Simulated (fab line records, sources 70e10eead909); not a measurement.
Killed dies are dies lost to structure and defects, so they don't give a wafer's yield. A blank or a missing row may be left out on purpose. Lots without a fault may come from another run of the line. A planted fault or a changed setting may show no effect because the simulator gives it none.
A struck lot beside a sound one | flow nand_harc | 15 steps out of a route of 1302
Sound: wafers L596.2, L596.3, L596.6. Struck: wafers L607.2, L607.3, L607.5. The cause comes at the end.
At each step with rows: each side's tool, then ch and its chambers, then its first start. Under that, the readings that differ: sound wafers | struck wafers | difference of the means | sigmas: that difference in standard deviations of wafers without a fault.
alike: readings whose means differ by less than 2 such deviations, and words and numbers that are the same on both sides. not compared: withheld readings, readings that some wafer has no value for, bounds like >300 that may hide the same value, and numbers for which the record gives no deviation and whose values overlap.
The two part at a step that has a row with sigmas, a row that says differs or no value, or rows on one side only. Numbers that don't overlap but have no deviation are shown without sigmas and don't part them. A reading that every wafer of one side lacks parts them only if that side has two wafers or more.

NHARC_P_BONDPAD_CD_MEAS_09: target cd 500 nm.
  sound on cd_sem-02 ch 0, day 7 18:08; struck on cd_sem-02 ch 0, day 12 14:49
  alike: cd_nm
NHARC_P_BONDPAD_OVL_MEAS_38:
  sound on overlay-02, day 7 18:13; struck on overlay-01, day 12 14:54
  alike: overlay_x_nm, overlay_y_nm
then, 1 step without rows for these wafers: NHARC_P_BONDPAD_HARDBAKE_10 (time 65 s).
NHARC_P_BONDPAD_DESCUM_11: chemistry O2, time 3 s.
  sound on rie_diel-05 ch 0,2, day 7 18:20; struck on rie_diel-05 ch 1,2,3, day 12 15:03
  alike: drypump_motor_current_A, oes_product_au, rf_vpp_V, showerhead_plenum_p_Torr, throttle_valve_pct
  not compared: rf_hours_counter_h
then, 1 step without rows for these wafers: NHARC_P_BONDPAD_ETCH_37 (etches the open film in N2/H2, target depth 60 nm, overetch 18 nm, time 65.91 s).
NHARC_P_BONDPAD_ETCH_12: etches the open film in CHF3/O2, target depth 200 nm, time 100 s.
  sound on rie_diel-05 ch 0,1; struck on rie_diel-05 ch 1,2,3
  alike: drypump_motor_current_A, oes_product_au, rf_vpp_V, showerhead_plenum_p_Torr, throttle_valve_pct
  not compared: rf_hours_counter_h
NHARC_P_BONDPAD_CD_MEAS_13:
  sound on cd_sem-02, day 7 18:40; struck on cd_sem-01, day 12 15:21
  alike: cd_nm
NHARC_P_BONDPAD_STRIP_15: strips in O2.
  sound on rie_diel-12 ch 0,2, day 7 18:44; struck on rie_diel-12 ch 1,2,3, day 12 15:25
  alike: drypump_motor_current_A, oes_product_au, rf_vpp_V, showerhead_plenum_p_Torr, throttle_valve_pct
  not compared: rf_hours_counter_h
NHARC_P_BONDPAD_ETCH_24: etches the open film in CF4/N2, target depth 30 nm, time 72.99 s.
  sound on rie_diel-12 ch 0,2,3, day 7 18:55; struck on rie_diel-12 ch 1,2,3
  alike: drypump_motor_current_A, oes_product_au, rf_vpp_V, showerhead_plenum_p_Torr, throttle_valve_pct
  not compared: rf_hours_counter_h
then, 1 step without rows for these wafers: NHARC_P_BONDPAD_STRIP_16 (strips in post etch residue remover, time 600 s).
NHARC_P_BONDPAD_DEGAS_25: time 60 s.
  sound on pvd_sputter-02, day 7 19:20; struck on pvd_sputter-03, day 12 15:58
  alike: heater_power_w
then, 1 step without rows for these wafers: NHARC_P_BONDPAD_PRE_CLEAN_26 (time 30 s).
NHARC_P_BONDPAD_PVD_17: deposits TaN, target thk 5 nm, time 8.06 s.
  sound on pvd_sputter-02, day 7 19:26; struck on pvd_sputter-03, day 12 16:22
  alike: chamber_pressure_pa, throttle_valve_pct
then, 2 steps without rows for these wafers: NHARC_P_BONDPAD_PVD_27 (deposits Cu, target thk 30 nm, time 20.49 s); NHARC_END_SORT_01.

WHERE THEY PART
Nowhere in this record.

WHY: what the simulator had put in
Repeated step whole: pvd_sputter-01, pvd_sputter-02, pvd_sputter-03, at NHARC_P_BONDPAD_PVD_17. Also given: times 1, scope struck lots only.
